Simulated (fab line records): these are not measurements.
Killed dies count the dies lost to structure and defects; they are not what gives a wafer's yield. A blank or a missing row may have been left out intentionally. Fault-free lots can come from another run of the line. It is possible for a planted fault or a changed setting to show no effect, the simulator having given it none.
Which tool was responsible? :: flow n5 finfet :: 24 lots with 72 wafers sampled at 6 steps, on a route of 1938 steps

WHAT THE GAUGES SHOWED, per wafer
N5_BEOL_M0_CUTY_CD_MEAS_57: the cd target is 200 nm. Usual: cd nm reads 200.4 nm (standard deviation 1.1).
lot: L074
measured: day 5 21:39
on: cd sem-03
cd nm (nm): 199.2 200.2 200.2
flag: 

lot: L075
measured: day 5 23:39
on: cd sem-02
cd nm (nm): 199.8 200.2 200.5
flag: 

lot: L076
measured: day 6 04:57
on: cd sem-03
cd nm (nm): 198.0 198.6 197.6
flag: 

lot: L077
measured: day 6 11:53
on: cd sem-03
cd nm (nm): 198.9 198.4 198.5
flag: 

lot: L078
measured: day 6 22:20
on: cd sem-03
cd nm (nm): 200.7 200.0 198.1
flag: 

lot: L079
measured: day 7 00:34
on: cd sem-01
cd nm (nm): 200.5 200.7 199.8
flag: 

lot: L080
measured: day 7 09:44
on: cd sem-02
cd nm (nm): 200.9 201.7 203.0
flag: 

lot: L081
measured: day 7 13:13
on: cd sem-02
cd nm (nm): 201.2 199.3 199.9
flag: 

lot: L082
measured: day 7 21:43
on: cd sem-02
cd nm (nm): 199.4 199.5 198.4
flag: 

lot: L083
measured: day 8 00:20
on: cd sem-01
cd nm (nm): 200.0 198.6 200.4
flag: 

lot: L084
measured: day 8 04:19
on: cd sem-03
cd nm (nm): 199.8 200.2 198.1
flag: 

lot: L085
measured: day 8 11:56
on: cd sem-02
cd nm (nm): 200.5 201.1 199.2
flag: 

lot: L086
measured: day 8 18:17
on: cd sem-01
cd nm (nm): 200.8 200.0 199.5
flag: 

lot: L087
measured: day 9 00:23
on: cd sem-02
cd nm (nm): 200.5 201.4 200.2
flag: 

lot: L088
measured: day 9 04:53
on: cd sem-01
cd nm (nm): 200.8 201.5 201.1
flag: 

lot: L089
measured: day 9 12:13
on: cd sem-03
cd nm (nm): 199.6 199.1 199.8
flag: 

lot: L090
measured: day 9 17:47
on: cd sem-02
cd nm (nm): 200.1 200.1 200.4
flag: 

lot: L091
measured: day 9 21:20
on: cd sem-03
cd nm (nm): 202.7 201.8 201.9
flag: 

lot: L092
measured: day 11 03:31
on: cd sem-03
cd nm (nm): 200.5 201.0 200.7
flag: 

lot: L093
measured: day 11 03:44
on: cd sem-01
cd nm (nm): 200.5 202.9 202.8
flag: 

lot: L094
measured: day 11 04:01
on: cd sem-01
cd nm (nm): 199.9 202.5 200.5
flag: 

lot: L095
measured: day 11 04:20
on: cd sem-03
cd nm (nm): 201.0 199.6 200.9
flag: 

lot: L096
measured: day 11 08:06
on: cd sem-02
cd nm (nm): 200.6 199.7 200.3
flag: 

lot: L097
measured: day 11 16:11
on: cd sem-01
cd nm (nm): 200.7 199.4 201.9
flag: 

N5_BEOL_M0_RS_MEAS_126: uses a four-point probe to measure. Usual: M0_RS typically reads 0.540 ohm/sq, with standard deviation 0.023.
lot: L074
measured: day 6 03:04
on: film metro-01
M0_RS (ohm/sq): 0.546 0.562 0.568
flag: 

lot: L075
measured: day 6 06:47
on: film metro-02
M0_RS (ohm/sq): 0.524 0.558 0.548
flag: 

lot: L076
measured: day 6 08:21
on: film metro-01
M0_RS (ohm/sq): 0.601 0.551 0.546
flag: 

lot: L077
measured: day 6 18:04
on: film metro-02
M0_RS (ohm/sq): 0.563 0.574 0.541
flag: 

lot: L078
measured: day 7 03:47
on: film metro-02
M0_RS (ohm/sq): 0.520 0.563 0.509
flag: 

lot: L079
measured: day 7 07:23
on: film metro-01
M0_RS (ohm/sq): 0.586 0.540 0.550
flag: 

lot: L080
measured: day 7 15:26
on: film metro-01
M0_RS (ohm/sq): 0.543 0.593 0.545
flag: 

lot: L081
measured: day 7 20:44
on: film metro-01
M0_RS (ohm/sq): 0.519 0.519 0.539
flag: 

lot: L082
measured: day 8 04:25
on: film metro-01
M0_RS (ohm/sq): 0.531 0.513 0.545
flag: 

lot: L083
measured: day 8 07:08
on: film metro-01
M0_RS (ohm/sq): 0.527 0.543 0.535
flag: 

lot: L084
measured: day 8 10:36
on: film metro-01
M0_RS (ohm/sq): 0.539 0.581 0.567
flag: 

lot: L085
measured: day 8 17:05
on: film metro-02
M0_RS (ohm/sq): 0.530 0.589 0.490
flag: 

lot: L086
measured: day 9 05:27
on: film metro-02
M0_RS (ohm/sq): 0.568 0.532 0.534
flag: 

lot: L087
measured: day 9 05:38
on: film metro-02
M0_RS (ohm/sq): 0.531 0.551 0.549
flag: 

lot: L088
measured: day 9 11:59
on: film metro-01
M0_RS (ohm/sq): 0.525 0.578 0.518
flag: 

lot: L089
measured: day 9 17:23
on: film metro-02
M0_RS (ohm/sq): 0.559 0.483 0.505
flag: 

lot: L090
measured: day 10 00:01
on: film metro-01
M0_RS (ohm/sq): 0.526 0.575 0.517
flag: 

lot: L091
measured: day 10 04:02
on: film metro-01
M0_RS (ohm/sq): 0.567 0.546 0.544
flag: 

lot: L092
measured: day 11 08:41
on: film metro-02
M0_RS (ohm/sq): 0.574 0.542 0.527
flag: 

lot: L093
measured: day 11 08:36
on: film metro-02
M0_RS (ohm/sq): 0.553 0.517 0.505
flag: 

lot: L094
measured: day 11 10:53
on: film metro-02
M0_RS (ohm/sq): 0.529 0.527 0.527
flag: 

lot: L095
measured: day 11 12:09
on: film metro-02
M0_RS (ohm/sq): 0.553 0.527 0.516
flag: 

lot: L096
measured: day 11 12:16
on: film metro-02
M0_RS (ohm/sq): 0.517 0.555 0.523
flag: 

lot: L097
measured: day 12 02:13
on: film metro-02
M0_RS (ohm/sq): 0.510 0.536 0.511
flag: 

N5_BEOL_M1_THK_MEAS_01. Usual: M1_ILD_THK typically reads 78.6 nm, with standard deviation 1.
lot: L074
measured: day 6 03:11
on: film metro-01
M1_ILD_THK (nm): 79.7 79.4 80.7
flag: 

lot: L075
measured: day 6 06:55
on: film metro-02
M1_ILD_THK (nm): 77.9 78.3 79.0
flag: 

lot: L076
measured: day 6 08:29
on: film metro-01
M1_ILD_THK (nm): 78.4 78.2 80.4
flag: 

lot: L077
measured: day 6 18:12
on: film metro-01
M1_ILD_THK (nm): 79.7 78.2 79.5
flag: 

lot: L078
measured: day 7 03:55
on: film metro-02
M1_ILD_THK (nm): 77.3 77.8 80.2
flag: 

lot: L079
measured: day 7 07:31
on: film metro-01
M1_ILD_THK (nm): 79.2 78.0 79.2
flag: 

lot: L080
measured: day 7 15:34
on: film metro-01
M1_ILD_THK (nm): 76.9 77.6 79.0
flag: 

lot: L081
measured: day 7 20:52
on: film metro-02
M1_ILD_THK (nm): 77.3 77.5 78.1
flag: 

lot: L082
measured: day 8 04:33
on: film metro-02
M1_ILD_THK (nm): 78.2 78.0 77.0
flag: 

lot: L083
measured: day 8 07:16
on: film metro-01
M1_ILD_THK (nm): 77.7 79.1 79.6
flag: 

lot: L084
measured: day 8 10:44
on: film metro-01
M1_ILD_THK (nm): 78.3 78.4 79.5
flag: 

lot: L085
measured: day 8 17:13
on: film metro-01
M1_ILD_THK (nm): 78.4 78.7 79.2
flag: 

lot: L086
measured: day 9 05:35
on: film metro-02
M1_ILD_THK (nm): 78.4 78.2 79.1
flag: 

lot: L087
measured: day 9 05:46
on: film metro-01
M1_ILD_THK (nm): 79.9 79.9 79.8
flag: 

lot: L088
measured: day 9 12:07
on: film metro-01
M1_ILD_THK (nm): 77.3 78.2 79.2
flag: 

lot: L089
measured: day 9 17:32
on: film metro-01
M1_ILD_THK (nm): 77.5 78.0 77.3
flag: 

lot: L090
measured: day 10 00:09
on: film metro-02
M1_ILD_THK (nm): 78.7 77.6 79.8
flag: 

lot: L091
measured: day 10 04:11
on: film metro-02
M1_ILD_THK (nm): 77.6 79.2 79.1
flag: 

lot: L092
measured: day 11 08:49
on: film metro-02
M1_ILD_THK (nm): 78.2 78.6 78.8
flag: 

lot: L093
measured: day 11 08:44
on: film metro-02
M1_ILD_THK (nm): 77.4 78.1 78.3
flag: 

lot: L094
measured: day 11 11:01
on: film metro-01
M1_ILD_THK (nm): 79.2 79.4 79.8
flag: 

lot: L095
measured: day 11 12:17
on: film metro-01
M1_ILD_THK (nm): 77.5 77.7 78.7
flag: 

lot: L096
measured: day 11 12:24
on: film metro-01
M1_ILD_THK (nm): 79.1 78.3 79.6
flag: 

lot: L097
measured: day 12 02:20
on: film metro-01
M1_ILD_THK (nm): 77.5 78.5 78.5
flag: 

WHICH TOOL RAN EACH LOT (tool, then ch and the chambers of the sampled wafers, then the start)
lot: L074
N5_BEOL_M0_CUTY_ETCH_62: rie diel-04 ch 0,2, day 5 21:59
N5_BEOL_M0_DEGAS_112: pvd sputter-02, day 5 23:23
N5_BEOL_M0_CMP_120: cmp-04 ch 1,2,3, day 6 02:32

lot: L075
N5_BEOL_M0_CUTY_ETCH_62: rie diel-04 ch 1,3, day 5 23:47
N5_BEOL_M0_DEGAS_112: pvd sputter-02, day 6 03:29
N5_BEOL_M0_CMP_120: cmp-04 ch 1,2,3, day 6 06:10

lot: L076
N5_BEOL_M0_CUTY_ETCH_62: rie diel-06 ch 0,2,3, day 6 05:05
N5_BEOL_M0_DEGAS_112: pvd sputter-01, day 6 06:16
N5_BEOL_M0_CMP_120: cmp-02 ch 2,3, day 6 07:47

lot: L077
N5_BEOL_M0_CUTY_ETCH_62: rie diel-06 ch 0,2,3, day 6 12:01
N5_BEOL_M0_DEGAS_112: pvd sputter-01, day 6 15:58
N5_BEOL_M0_CMP_120: cmp-04 ch 0,2, day 6 17:31

lot: L078
N5_BEOL_M0_CUTY_ETCH_62: rie diel-06 ch 0,2, day 6 22:28
N5_BEOL_M0_DEGAS_112: pvd sputter-03, day 7 00:22
N5_BEOL_M0_CMP_120: cmp-04 ch 1,3, day 7 03:04

lot: L079
N5_BEOL_M0_CUTY_ETCH_62: rie diel-06 ch 0,1,2, day 7 00:41
N5_BEOL_M0_DEGAS_112: pvd sputter-01, day 7 05:28
N5_BEOL_M0_CMP_120: cmp-04 ch 0,1,3, day 7 06:49

lot: L080
N5_BEOL_M0_CUTY_ETCH_62: rie diel-04 ch 0,2,3, day 7 09:52
N5_BEOL_M0_DEGAS_112: pvd sputter-03, day 7 12:27
N5_BEOL_M0_CMP_120: cmp-02 ch 2,3, day 7 14:53

lot: L081
N5_BEOL_M0_CUTY_ETCH_62: rie diel-06 ch 2,3, day 7 13:20
N5_BEOL_M0_DEGAS_112: pvd sputter-01, day 7 18:06
N5_BEOL_M0_CMP_120: cmp-03 ch 0,1,3, day 7 20:11

lot: L082
N5_BEOL_M0_CUTY_ETCH_62: rie diel-05 ch 0,1,2, day 7 22:03
N5_BEOL_M0_DEGAS_112: pvd sputter-03, day 8 02:23
N5_BEOL_M0_CMP_120: cmp-03 ch 0,1,3, day 8 03:52

lot: L083
N5_BEOL_M0_CUTY_ETCH_62: rie diel-04 ch 0,1, day 8 00:27
N5_BEOL_M0_DEGAS_112: pvd sputter-03, day 8 03:11
N5_BEOL_M0_CMP_120: cmp-04 ch 0,3, day 8 06:31

lot: L084
N5_BEOL_M0_CUTY_ETCH_62: rie diel-06 ch 0,2,3, day 8 04:26
N5_BEOL_M0_DEGAS_112: pvd sputter-03, day 8 08:32
N5_BEOL_M0_CMP_120: cmp-02 ch 2,3, day 8 10:02

lot: L085
N5_BEOL_M0_CUTY_ETCH_62: rie diel-05 ch 2,3, day 8 12:04
N5_BEOL_M0_DEGAS_112: pvd sputter-01, day 8 15:01
N5_BEOL_M0_CMP_120: cmp-02 ch 1,3, day 8 16:29

lot: L086
N5_BEOL_M0_CUTY_ETCH_62: rie diel-04 ch 1,2,3, day 8 18:24
N5_BEOL_M0_DEGAS_112: pvd sputter-01, day 9 03:17
N5_BEOL_M0_CMP_120: cmp-03 ch 1,2,3, day 9 04:50

lot: L087
N5_BEOL_M0_CUTY_ETCH_62: rie diel-05 ch 1,3, day 9 00:31
N5_BEOL_M0_DEGAS_112: pvd sputter-03, day 9 03:26
N5_BEOL_M0_CMP_120: cmp-02 ch 2,3, day 9 05:05

lot: L088
N5_BEOL_M0_CUTY_ETCH_62: rie diel-05 ch 1,2,3, day 9 05:36
N5_BEOL_M0_DEGAS_112: pvd sputter-03, day 9 08:26
N5_BEOL_M0_CMP_120: cmp-02 ch 2,3, day 9 11:28

lot: L089
N5_BEOL_M0_CUTY_ETCH_62: rie diel-05 ch 1,2,3, day 9 12:21
N5_BEOL_M0_DEGAS_112: pvd sputter-01, day 9 15:17
N5_BEOL_M0_CMP_120: cmp-02 ch 0,1,2, day 9 16:56

lot: L090
N5_BEOL_M0_CUTY_ETCH_62: rie diel-06 ch 2,3, day 9 17:55
N5_BEOL_M0_DEGAS_112: pvd sputter-03, day 9 21:38
N5_BEOL_M0_CMP_120: cmp-04 ch 0,3, day 9 23:31

lot: L091
N5_BEOL_M0_CUTY_ETCH_62: rie diel-05 ch 1,2,3, day 9 21:29
N5_BEOL_M0_DEGAS_112: pvd sputter-02, day 10 01:45
N5_BEOL_M0_CMP_120: cmp-04 ch 1,2,3, day 10 03:28

lot: L092
N5_BEOL_M0_CUTY_ETCH_62: rie diel-04 ch 2,3, day 11 03:38
N5_BEOL_M0_DEGAS_112: pvd sputter-01, day 11 06:34
N5_BEOL_M0_CMP_120: cmp-04 ch 0,1,2, day 11 08:11

lot: L093
N5_BEOL_M0_CUTY_ETCH_62: rie diel-06 ch 0,1,2, day 11 03:51
N5_BEOL_M0_DEGAS_112: pvd sputter-01, day 11 06:38
N5_BEOL_M0_CMP_120: cmp-03 ch 1,2, day 11 08:05

lot: L094
N5_BEOL_M0_CUTY_ETCH_62: rie diel-06 ch 0,1, day 11 04:15
N5_BEOL_M0_DEGAS_112: pvd sputter-01, day 11 08:32
N5_BEOL_M0_CMP_120: cmp-04 ch 1,2, day 11 10:19

lot: L095
N5_BEOL_M0_CUTY_ETCH_62: rie diel-05 ch 0,1,2, day 11 04:49
N5_BEOL_M0_DEGAS_112: pvd sputter-03, day 11 10:15
N5_BEOL_M0_CMP_120: cmp-04 ch 0,1,3, day 11 11:35

lot: L096
N5_BEOL_M0_CUTY_ETCH_62: rie diel-05 ch 0,1,2, day 11 08:14
N5_BEOL_M0_DEGAS_112: pvd sputter-01, day 11 10:18
N5_BEOL_M0_CMP_120: cmp-03 ch 1,2,3, day 11 11:43

lot: L097
N5_BEOL_M0_CUTY_ETCH_62: rie diel-05 ch 0,2, day 11 16:18
N5_BEOL_M0_DEGAS_112: pvd sputter-02, day 11 20:17
N5_BEOL_M0_CMP_120: cmp-03 ch 0,1, day 12 01:28
- N5_BEOL_M0_CUTY_ETCH_62: etches SiARC in CF4, time 58.5 s.
- N5_BEOL_M0_DEGAS_112: time 60 s.
- N5_BEOL_M0_CMP_120: polishes, stops on SiOC, t overpolish 6.9 s.

AS READ BY THE TOOLS THEMSELVES (means over the sampled wafers that have a number; for cases with no such wafer, the mark the record gives instead)
N5_BEOL_M0_CUTY_ETCH_62. Usual: drypump motor current A 5.6 A, standard deviation 0.6; etch rf on time s 58.0 s, standard deviation 1.6; oes product au 0.69 a.u., standard deviation 0.086; rf vpp V 184.3 V, standard deviation 1.1; showerhead plenum p Torr 2.16 Torr, standard deviation 0.074; throttle valve pct 15.63 %, standard deviation 0.27.
lot: L074
tool: rie diel-04
drypump motor current A (A): 6.0
etch rf on time s (s): 60.2
oes product au (a.u.): 0.59
rf vpp V (V): 184.8
showerhead plenum p Torr (Torr): 2.14
throttle valve pct (%): 15.77
flag: 

lot: L075
tool: rie diel-04
drypump motor current A (A): 6.1
etch rf on time s (s): 57.6
oes product au (a.u.): 0.66
rf vpp V (V): 184.3
showerhead plenum p Torr (Torr): 2.12
throttle valve pct (%): 15.95
flag: 

lot: L076
tool: rie diel-06
drypump motor current A (A): 5.8
etch rf on time s (s): 58.8
oes product au (a.u.): 0.66
rf vpp V (V): 184.3
showerhead plenum p Torr (Torr): 2.19
throttle valve pct (%): 15.66
flag: 

lot: L077
tool: rie diel-06
drypump motor current A (A): 5.7
etch rf on time s (s): 58.6
oes product au (a.u.): 0.66
rf vpp V (V): 184.5
showerhead plenum p Torr (Torr): 2.19
throttle valve pct (%): 15.68
flag: 

lot: L078
tool: rie diel-06
drypump motor current A (A): 5.8
etch rf on time s (s): 58.3
oes product au (a.u.): 0.63
rf vpp V (V): 184.6
showerhead plenum p Torr (Torr): 2.17
throttle valve pct (%): 15.85
flag: 

lot: L079
tool: rie diel-06
drypump motor current A (A): 5.4
etch rf on time s (s): 58.7
oes product au (a.u.): 0.63
rf vpp V (V): 183.8
showerhead plenum p Torr (Torr): 2.17
throttle valve pct (%): 15.76
flag: 

lot: L080
tool: rie diel-04
drypump motor current A (A): 6.2
etch rf on time s (s): 59.4
oes product au (a.u.): 0.62
rf vpp V (V): 183.6
showerhead plenum p Torr (Torr): 2.13
throttle valve pct (%): 15.79
flag: 

lot: L081
tool: rie diel-06
drypump motor current A (A): 5.4
etch rf on time s (s): 59.2
oes product au (a.u.): 0.68
rf vpp V (V): 184.0
showerhead plenum p Torr (Torr): 2.25
throttle valve pct (%): 15.51
flag: 

lot: L082
tool: rie diel-05
drypump motor current A (A): 5.1
etch rf on time s (s): 57.9
oes product au (a.u.): 0.64
rf vpp V (V): 182.9
showerhead plenum p Torr (Torr): 2.07
throttle valve pct (%): 15.69
flag: 

lot: L083
tool: rie diel-04
drypump motor current A (A): 6.4
etch rf on time s (s): 58.1
oes product au (a.u.): 0.62
rf vpp V (V): 185.4
showerhead plenum p Torr (Torr): 2.21
throttle valve pct (%): 15.87
flag: 

lot: L084
tool: rie diel-06
drypump motor current A (A): 5.7
etch rf on time s (s): 59.1
oes product au (a.u.): 0.65
rf vpp V (V): 184.6
showerhead plenum p Torr (Torr): 2.18
throttle valve pct (%): 15.70
flag: 

lot: L085
tool: rie diel-05
drypump motor current A (A): 5.6
etch rf on time s (s): 57.5
oes product au (a.u.): 0.76
rf vpp V (V): 183.9
showerhead plenum p Torr (Torr): 2.16
throttle valve pct (%): 15.21
flag: 

lot: L086
tool: rie diel-04
drypump motor current A (A): 5.9
etch rf on time s (s): 59.8
oes product au (a.u.): 0.69
rf vpp V (V): 184.1
showerhead plenum p Torr (Torr): 2.12
throttle valve pct (%): 15.84
flag: 

lot: L087
tool: rie diel-05
drypump motor current A (A): 5.6
etch rf on time s (s): 56.1
oes product au (a.u.): 0.83
rf vpp V (V): 185.3
showerhead plenum p Torr (Torr): 2.23
throttle valve pct (%): 15.46
flag: 

lot: L088
tool: rie diel-05
drypump motor current A (A): 5.6
etch rf on time s (s): 56.9
oes product au (a.u.): 0.78
rf vpp V (V): 184.8
showerhead plenum p Torr (Torr): 2.20
throttle valve pct (%): 15.34
flag: 

lot: L089
tool: rie diel-05
drypump motor current A (A): 5.6
etch rf on time s (s): 56.9
oes product au (a.u.): 0.78
rf vpp V (V): 185.6
showerhead plenum p Torr (Torr): 2.19
throttle valve pct (%): 15.35
flag: 

lot: L090
tool: rie diel-06
drypump motor current A (A): 5.6
etch rf on time s (s): 58.9
oes product au (a.u.): 0.67
rf vpp V (V): 185.1
showerhead plenum p Torr (Torr): 2.19
throttle valve pct (%): 15.57
flag: 

lot: L091
tool: rie diel-05
drypump motor current A (A): 5.6
etch rf on time s (s): 57.0
oes product au (a.u.): 0.78
rf vpp V (V): 184.2
showerhead plenum p Torr (Torr): 2.19
throttle valve pct (%): 15.35
flag: 

lot: L092
tool: rie diel-04
drypump motor current A (A): 6.0
etch rf on time s (s): 59.8
oes product au (a.u.): 0.68
rf vpp V (V): 182.8
showerhead plenum p Torr (Torr): 2.07
throttle valve pct (%): 15.75
flag: 

lot: L093
tool: rie diel-06
drypump motor current A (A): 5.4
etch rf on time s (s): 58.0
oes product au (a.u.): 0.70
rf vpp V (V): 184.4
showerhead plenum p Torr (Torr): 2.16
throttle valve pct (%): 15.65
flag: 

lot: L094
tool: rie diel-06
drypump motor current A (A): 5.3
etch rf on time s (s): 58.0
oes product au (a.u.): 0.67
rf vpp V (V): 183.3
showerhead plenum p Torr (Torr): 2.11
throttle valve pct (%): 15.75
flag: 

lot: L095
tool: rie diel-05
drypump motor current A (A): 5.1
etch rf on time s (s): 55.8
oes product au (a.u.): 0.78
rf vpp V (V): 185.3
showerhead plenum p Torr (Torr): 2.23
throttle valve pct (%): 15.41
flag: 

lot: L096
tool: rie diel-05
drypump motor current A (A): 5.1
etch rf on time s (s): 56.0
oes product au (a.u.): 0.79
rf vpp V (V): 185.7
showerhead plenum p Torr (Torr): 2.23
throttle valve pct (%): 15.41
flag: 

lot: L097
tool: rie diel-05
drypump motor current A (A): 5.1
etch rf on time s (s): 56.9
oes product au (a.u.): 0.75
rf vpp V (V): 185.4
showerhead plenum p Torr (Torr): 2.19
throttle valve pct (%): 15.30
flag: 

N5_BEOL_M0_DEGAS_112. Usual: heater power w 346 W, standard deviation 50; susceptor temp C 249.99 C, standard deviation 0.19.
lot: L074
tool: pvd sputter-02
heater power w (W): 361
susceptor temp C (C): 250.08
flag: 

lot: L075
tool: pvd sputter-02
heater power w (W): 337
susceptor temp C (C): 250.11
flag: 

lot: L076
tool: pvd sputter-01
heater power w (W): 353
susceptor temp C (C): 249.85
flag: 

lot: L077
tool: pvd sputter-01
heater power w (W): 330
susceptor temp C (C): 249.96
flag: 

lot: L078
tool: pvd sputter-03
heater power w (W): 348
susceptor temp C (C): 250.00
flag: 

lot: L079
tool: pvd sputter-01
heater power w (W): 342
susceptor temp C (C): 249.83
flag: 

lot: L080
tool: pvd sputter-03
heater power w (W): 348
susceptor temp C (C): 249.86
flag: 

lot: L081
tool: pvd sputter-01
heater power w (W): 341
susceptor temp C (C): 249.96
flag: 

lot: L082
tool: pvd sputter-03
heater power w (W): 369
susceptor temp C (C): 249.92
flag: 

lot: L083
tool: pvd sputter-03
heater power w (W): 354
susceptor temp C (C): 250.16
flag: 

lot: L084
tool: pvd sputter-03
heater power w (W): 385
susceptor temp C (C): 250.04
flag: 

lot: L085
tool: pvd sputter-01
heater power w (W): 341
susceptor temp C (C): 250.11
flag: 

lot: L086
tool: pvd sputter-01
heater power w (W): 342
susceptor temp C (C): 249.90
flag: 

lot: L087
tool: pvd sputter-03
heater power w (W): 319
susceptor temp C (C): 249.98
flag: 

lot: L088
tool: pvd sputter-03
heater power w (W): 328
susceptor temp C (C): 250.12
flag: 

lot: L089
tool: pvd sputter-01
heater power w (W): 359
susceptor temp C (C): 249.85
flag: 

lot: L090
tool: pvd sputter-03
heater power w (W): 372
susceptor temp C (C): 249.98
flag: 

lot: L091
tool: pvd sputter-02
heater power w (W): 371
susceptor temp C (C): 250.18
flag: 

lot: L092
tool: pvd sputter-01
heater power w (W): 332
susceptor temp C (C): 250.05
flag: 

lot: L093
tool: pvd sputter-01
heater power w (W): 328
susceptor temp C (C): 249.97
flag: 

lot: L094
tool: pvd sputter-01
heater power w (W): 327
susceptor temp C (C): 250.05
flag: 

lot: L095
tool: pvd sputter-03
heater power w (W): 320
susceptor temp C (C): 250.04
flag: 

lot: L096
tool: pvd sputter-01
heater power w (W): 342
susceptor temp C (C): 250.10
flag: 

lot: L097
tool: pvd sputter-02
heater power w (W): 396
susceptor temp C (C): 250.28
flag: 

N5_BEOL_M0_CMP_120. Usual: barrier field endpoint s 3.67 s, standard deviation 0.16; clearing platen down force psi 1.500 psi, standard deviation 0.0033; motor current A 6.0 A, standard deviation 0.56; overpolish run s 6.899 s, standard deviation 0.0091; pad life wafers 1314, standard deviation 540; platen rpm 50.00 rpm, standard deviation 0.037; time to endpoint s 62 s, standard deviation 4.
lot: L074
tool: cmp-04
barrier field endpoint s (s): 3.66
clearing platen down force psi (psi): 1.502
motor current A (A): 6.6
overpolish run s (s): 6.902
pad life wafers: 758
platen rpm (rpm): 50.03
time to endpoint s (s): 60
flag: 

lot: L075
tool: cmp-04
barrier field endpoint s (s): 3.67
clearing platen down force psi (psi): 1.503
motor current A (A): 6.5
overpolish run s (s): 6.895
pad life wafers: 787
platen rpm (rpm): 50.01
time to endpoint s (s): 61
flag: 

lot: L076
tool: cmp-02
barrier field endpoint s (s): 3.70
clearing platen down force psi (psi): 1.500
motor current A (A): 5.4
overpolish run s (s): 6.905
pad life wafers: 1044
platen rpm (rpm): 50.02
time to endpoint s (s): 63
flag: 

lot: L077
tool: cmp-04
barrier field endpoint s (s): 3.49
clearing platen down force psi (psi): 1.500
motor current A (A): 6.0
overpolish run s (s): 6.900
pad life wafers: 907
platen rpm (rpm): 50.00
time to endpoint s (s): 58
flag: 

lot: L078
tool: cmp-04
barrier field endpoint s (s): 3.62
clearing platen down force psi (psi): 1.497
motor current A (A): 6.5
overpolish run s (s): 6.897
pad life wafers: 1003
platen rpm (rpm): 50.03
time to endpoint s (s): 64
flag: 

lot: L079
tool: cmp-04
barrier field endpoint s (s): 3.75
clearing platen down force psi (psi): 1.500
motor current A (A): 6.2
overpolish run s (s): 6.897
pad life wafers: 1028
platen rpm (rpm): 49.97
time to endpoint s (s): 63
flag: 

lot: L080
tool: cmp-02
barrier field endpoint s (s): 3.90
clearing platen down force psi (psi): 1.499
motor current A (A): 5.7
overpolish run s (s): 6.897
pad life wafers: 1344
platen rpm (rpm): 49.98
time to endpoint s (s): 62
flag: 

lot: L081
tool: cmp-03
barrier field endpoint s (s): 3.72
clearing platen down force psi (psi): 1.498
motor current A (A): 6.0
overpolish run s (s): 6.907
pad life wafers: 1861
platen rpm (rpm): 50.01
time to endpoint s (s): 64
flag: 

lot: L082
tool: cmp-03
barrier field endpoint s (s): 3.71
clearing platen down force psi (psi): 1.500
motor current A (A): 5.7
overpolish run s (s): 6.891
pad life wafers: 1921
platen rpm (rpm): 50.00
time to endpoint s (s): 63
flag: 

lot: L083
tool: cmp-04
barrier field endpoint s (s): 3.54
clearing platen down force psi (psi): 1.501
motor current A (A): 5.6
overpolish run s (s): 6.891
pad life wafers: 1224
platen rpm (rpm): 50.00
time to endpoint s (s): 58
flag: 

lot: L084
tool: cmp-02
barrier field endpoint s (s): 3.61
clearing platen down force psi (psi): 1.501
motor current A (A): 5.7
overpolish run s (s): 6.895
pad life wafers: 1488
platen rpm (rpm): 50.01
time to endpoint s (s): 59
flag: 

lot: L085
tool: cmp-02
barrier field endpoint s (s): 3.84
clearing platen down force psi (psi): 1.501
motor current A (A): 6.1
overpolish run s (s): 6.895
pad life wafers: 1543
platen rpm (rpm): 50.03
time to endpoint s (s): 66
flag: 

lot: L086
tool: cmp-03
barrier field endpoint s (s): 3.72
clearing platen down force psi (psi): 1.499
motor current A (A): 5.4
overpolish run s (s): 6.899
pad life wafers: 2096
platen rpm (rpm): 50.01
time to endpoint s (s): 64
flag: 

lot: L087
tool: cmp-02
barrier field endpoint s (s): 3.56
clearing platen down force psi (psi): 1.498
motor current A (A): 5.8
overpolish run s (s): 6.899
pad life wafers: 1632
platen rpm (rpm): 50.00
time to endpoint s (s): 58
flag: 

lot: L088
tool: cmp-02
barrier field endpoint s (s): 3.64
clearing platen down force psi (psi): 1.498
motor current A (A): 5.6
overpolish run s (s): 6.896
pad life wafers: 1694
platen rpm (rpm): 49.97
time to endpoint s (s): 60
flag: 

lot: L089
tool: cmp-02
barrier field endpoint s (s): 3.60
clearing platen down force psi (psi): 1.498
motor current A (A): 5.5
overpolish run s (s): 6.902
pad life wafers: 1749
platen rpm (rpm): 50.00
time to endpoint s (s): 63
flag: 

lot: L090
tool: cmp-04
barrier field endpoint s (s): 3.59
clearing platen down force psi (psi): 1.500
motor current A (A): 5.9
overpolish run s (s): 6.908
pad life wafers: 1556
platen rpm (rpm): 49.99
time to endpoint s (s): 61
flag: 

lot: L091
tool: cmp-04
barrier field endpoint s (s): 3.67
clearing platen down force psi (psi): 1.503
motor current A (A): 6.6
overpolish run s (s): 6.908
pad life wafers: 1585
platen rpm (rpm): 50.00
time to endpoint s (s): 65
flag: 

lot: L092
tool: cmp-04
barrier field endpoint s (s): 3.60
clearing platen down force psi (psi): 1.500
motor current A (A): 6.2
overpolish run s (s): 6.908
pad life wafers: 1808
platen rpm (rpm): 50.04
time to endpoint s (s): 61
flag: 

lot: L093
tool: cmp-03
barrier field endpoint s (s): 3.48
clearing platen down force psi (psi): 1.500
motor current A (A): 5.6
overpolish run s (s): 6.899
pad life wafers: 206
platen rpm (rpm): 49.98
time to endpoint s (s): 63
flag: 

lot: L094
tool: cmp-04
barrier field endpoint s (s): 3.76
clearing platen down force psi (psi): 1.499
motor current A (A): 6.9
overpolish run s (s): 6.904
pad life wafers: 1830
platen rpm (rpm): 50.02
time to endpoint s (s): 64
flag: 

lot: L095
tool: cmp-04
barrier field endpoint s (s): 3.86
clearing platen down force psi (psi): 1.501
motor current A (A): 6.1
overpolish run s (s): 6.893
pad life wafers: 1850
platen rpm (rpm): 50.01
time to endpoint s (s): 64
flag: 

lot: L096
tool: cmp-03
barrier field endpoint s (s): 3.84
clearing platen down force psi (psi): 1.500
motor current A (A): 5.4
overpolish run s (s): 6.899
pad life wafers: 248
platen rpm (rpm): 50.01
time to endpoint s (s): 63
flag: 

lot: L097
tool: cmp-03
barrier field endpoint s (s): 3.58
clearing platen down force psi (psi): 1.501
motor current A (A): 5.9
overpolish run s (s): 6.898
pad life wafers: 361
platen rpm (rpm): 50.04
time to endpoint s (s): 62
flag: 

THE ANSWER, worked out from the rows above alone
Rule: a lot counts as off when the mean over its wafers that have a number is more than 3 standard deviations away from the usual mean. A lot without any number at a reading at which 4 lots or more have one is off too. Where the step has rows for the other lots, those lots are counted as sound. Order of review: gauges by route order, followed by the tools' own readings, for which a lot's mean as printed above is used. The first step at which some lot is off is used, and at that step the reading that is off furthest; a lot without a number counts as furthest.
No lot is off at any reading shown: from this, nothing can be told.

WHAT HAD BEEN PUT IN BY THE SIMULATOR
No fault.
